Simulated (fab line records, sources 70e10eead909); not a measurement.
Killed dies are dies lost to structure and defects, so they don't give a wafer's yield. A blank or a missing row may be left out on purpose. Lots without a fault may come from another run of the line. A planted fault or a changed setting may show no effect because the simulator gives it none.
Chamber matching | flow nand_harc | NHARC_A_STAIRCASE_DESCUM_443 on rie_diel-13: 4 sister chambers
The step chemistry O2, time 3 s. 4 wafers are shown with their chamber, then 7 later ones without.

WAFERS WITH THEIR CHAMBER
wafer  | chamber | drypump_motor_current_A (A)
L080.2 | 1       | 5.6
L091.2 | 2       | 5.9
L092.1 | 3       | 6.3
L092.3 | 0       | 5.4

WAFERS WITHOUT THEIR CHAMBER
wafer  | drypump_motor_current_A (A)
L092.5 | 5.7
L094.1 | 6.3
L094.4 | 5.7
L094.5 | 5.4
L096.4 | 5.9
L096.5 | 5.7
L096.6 | 5.4

WHICH CHAMBER EACH WENT THROUGH
wafer  | from the rows above     | in truth
L092.5 | can't be placed: 1 or 2 | 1
L094.1 | 3                       | 3
L094.4 | can't be placed: 1 or 2 | 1
L094.5 | 0                       | 0
L096.4 | 2                       | 2
L096.5 | can't be placed: 1 or 2 | 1
L096.6 | 0                       | 0
Placed correctly: 4 of 7. Can't be placed from these rows: 3 (the true chamber is among the candidates in 3). Placed wrongly: 0.
How it was worked out, from the rows above alone: a wafer's distance from a chamber is the root of the sum, over the readings, of the square of ((its reading less the chamber's mean) divided by the reading's scatter). The wafer belongs to the nearest chamber; if the next one is less than 2 further off, it can't be placed. A chamber's mean is the mean of its shown wafers. The scatter: with one shown wafer a chamber, the root of the mean of the squares of how far each hidden wafer lies from its nearest shown one.
